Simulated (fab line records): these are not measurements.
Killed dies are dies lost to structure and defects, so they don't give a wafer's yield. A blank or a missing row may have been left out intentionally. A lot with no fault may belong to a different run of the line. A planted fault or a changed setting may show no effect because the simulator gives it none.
The tool behind it: which one? / flow n5Finfet / 12 lots with 36 wafers sampled at 3 steps, on a route of 1938 steps

== WHAT THE GAUGES SHOWED, per wafer ==
N5_BEOL_M4_INSPECT_59: inspects for defects (darkfield). Usual: 67 for rawDefectCount, sd 20.
lot=L557; measured=day 8 09:46; on=defectInspect-01; rawDefectCount=47 52 82; flag=
lot=L556; measured=day 8 18:52; on=defectInspect-01; rawDefectCount=97 69 81; flag=
lot=L564; measured=day 10 14:14; on=defectInspect-01; rawDefectCount=138 75 92; flag=
lot=L563; measured=day 10 20:58; on=defectInspect-02; rawDefectCount=40 51 78; flag=
lot=L562; measured=day 11 00:59; on=defectInspect-02; rawDefectCount=51 44 49; flag=
lot=L569; measured=day 12 19:28; on=defectInspect-02; rawDefectCount=61 47 56; flag=
lot=L574; measured=day 13 22:35; on=defectInspect-02; rawDefectCount=56 52 109; flag=
lot=L572; measured=day 13 23:22; on=defectInspect-01; rawDefectCount=60 98 40; flag=
lot=L575; measured=day 14 05:42; on=defectInspect-02; rawDefectCount=51 56 38; flag=
lot=L576; measured=day 14 18:46; on=defectInspect-01; rawDefectCount=54 83 59; flag=
lot=L577; measured=day 14 18:59; on=defectInspect-01; rawDefectCount=62 61 64; flag=
lot=L579; measured=day 15 04:50; on=defectInspect-02; rawDefectCount=40 45 63; flag=

== TOOL THAT RAN EACH LOT (tool first, then ch and the chambers of the sampled wafers, then the start) ==
lot=L557; N5_BEOL_M4_ANNEAL_89=pvdSputter-03, day 8 07:23; N5_BEOL_M4_DEP_57=pecvd-04 ch 1,2, day 8 09:40
lot=L556; N5_BEOL_M4_ANNEAL_89=pvdSputter-01, day 8 12:10; N5_BEOL_M4_DEP_57=pecvd-03 ch 0,1, day 8 18:46
lot=L564; N5_BEOL_M4_ANNEAL_89=pvdSputter-01, day 10 11:19; N5_BEOL_M4_DEP_57=pecvd-02 ch 0,1,2, day 10 14:10
lot=L563; N5_BEOL_M4_ANNEAL_89=pvdSputter-01, day 10 16:38; N5_BEOL_M4_DEP_57=pecvd-03 ch 0,1, day 10 20:52
lot=L562; N5_BEOL_M4_ANNEAL_89=pvdSputter-02, day 10 19:36; N5_BEOL_M4_DEP_57=pecvd-04 ch 0,1,2, day 11 00:53
lot=L569; N5_BEOL_M4_ANNEAL_89=pvdSputter-01, day 12 17:35; N5_BEOL_M4_DEP_57=pecvd-03 ch 0,1,2, day 12 19:22
lot=L574; N5_BEOL_M4_ANNEAL_89=pvdSputter-03, day 13 20:42; N5_BEOL_M4_DEP_57=pecvd-02 ch 0,1,2, day 13 22:30
lot=L572; N5_BEOL_M4_ANNEAL_89=pvdSputter-01, day 13 21:29; N5_BEOL_M4_DEP_57=pecvd-02 ch 0,1, day 13 23:17
lot=L575; N5_BEOL_M4_ANNEAL_89=pvdSputter-02, day 14 03:41; N5_BEOL_M4_DEP_57=pecvd-04 ch 0,1, day 14 05:37
lot=L576; N5_BEOL_M4_ANNEAL_89=pvdSputter-01, day 14 16:53; N5_BEOL_M4_DEP_57=pecvd-02 ch 0,1,2, day 14 18:41
lot=L577; N5_BEOL_M4_ANNEAL_89=pvdSputter-02, day 14 17:07; N5_BEOL_M4_DEP_57=pecvd-04 ch 0,2, day 14 18:54
lot=L579; N5_BEOL_M4_ANNEAL_89=pvdSputter-02, day 15 02:55; N5_BEOL_M4_DEP_57=pecvd-04 ch 0,2, day 15 04:45
- N5_BEOL_M4_ANNEAL_89: time 240 s.
- N5_BEOL_M4_DEP_57: deposits SiCN from 3MS/NH3, target thk 8 nm, time 14 s.

== WHAT THE TOOLS THEMSELVES READ (means of the sampled wafers that have a number; where no wafer has one, the mark that the record gives instead) ==
N5_BEOL_M4_ANNEAL_89. Usual: 855 W for heaterPowerW, sd 120.
lot=L557; tool=pvdSputter-03; heaterPowerW (W)=807; flag=
lot=L556; tool=pvdSputter-01; heaterPowerW (W)=781; flag=
lot=L564; tool=pvdSputter-01; heaterPowerW (W)=873; flag=
lot=L563; tool=pvdSputter-01; heaterPowerW (W)=897; flag=
lot=L562; tool=pvdSputter-02; heaterPowerW (W)=932; flag=
lot=L569; tool=pvdSputter-01; heaterPowerW (W)=780; flag=
lot=L574; tool=pvdSputter-03; heaterPowerW (W)=808; flag=
lot=L572; tool=pvdSputter-01; heaterPowerW (W)=880; flag=
lot=L575; tool=pvdSputter-02; heaterPowerW (W)=867; flag=
lot=L576; tool=pvdSputter-01; heaterPowerW (W)=756; flag=
lot=L577; tool=pvdSputter-02; heaterPowerW (W)=853; flag=
lot=L579; tool=pvdSputter-02; heaterPowerW (W)=938; flag=

N5_BEOL_M4_DEP_57. Usual: showerheadPlenumPTorr 3.665 Torr, standard deviation 0.013; throttleValvePct 9.1 %, standard deviation 0.51.
lot=L557; tool=pecvd-04; showerheadPlenumPTorr (Torr)=3.679; throttleValvePct (%)=9.3; flag=
lot=L556; tool=pecvd-03; showerheadPlenumPTorr (Torr)=3.673; throttleValvePct (%)=9.6; flag=
lot=L564; tool=pecvd-02; showerheadPlenumPTorr (Torr)=3.652; throttleValvePct (%)=9.0; flag=
lot=L563; tool=pecvd-03; showerheadPlenumPTorr (Torr)=3.672; throttleValvePct (%)=9.2; flag=
lot=L562; tool=pecvd-04; showerheadPlenumPTorr (Torr)=3.670; throttleValvePct (%)=9.3; flag=
lot=L569; tool=pecvd-03; showerheadPlenumPTorr (Torr)=3.670; throttleValvePct (%)=9.0; flag=
lot=L574; tool=pecvd-02; showerheadPlenumPTorr (Torr)=3.656; throttleValvePct (%)=8.9; flag=
lot=L572; tool=pecvd-02; showerheadPlenumPTorr (Torr)=3.669; throttleValvePct (%)=9.1; flag=
lot=L575; tool=pecvd-04; showerheadPlenumPTorr (Torr)=3.657; throttleValvePct (%)=9.2; flag=
lot=L576; tool=pecvd-02; showerheadPlenumPTorr (Torr)=3.656; throttleValvePct (%)=8.9; flag=
lot=L577; tool=pecvd-04; showerheadPlenumPTorr (Torr)=3.653; throttleValvePct (%)=9.1; flag=
lot=L579; tool=pecvd-04; showerheadPlenumPTorr (Torr)=3.667; throttleValvePct (%)=9.3; flag=

== THE ANSWER, worked out from the rows above alone ==
Rule: take the mean of a lot's wafers that have a number; if it is more than 3 standard deviations from the usual mean, the lot is off. A lot without any number at a reading at which 4 lots or more have one is off too. Where the step has rows for the other lots, those lots are counted as sound. First the gauges in route order, then the tools' own readings, where a lot's mean is used as printed above. At the first step where some lot is off, the reading lying furthest off is the one used; lots without a number count as furthest.
No lot is off on any of the readings shown, so nothing can be concluded from this.

== WHAT THE SIMULATOR PUT IN ==
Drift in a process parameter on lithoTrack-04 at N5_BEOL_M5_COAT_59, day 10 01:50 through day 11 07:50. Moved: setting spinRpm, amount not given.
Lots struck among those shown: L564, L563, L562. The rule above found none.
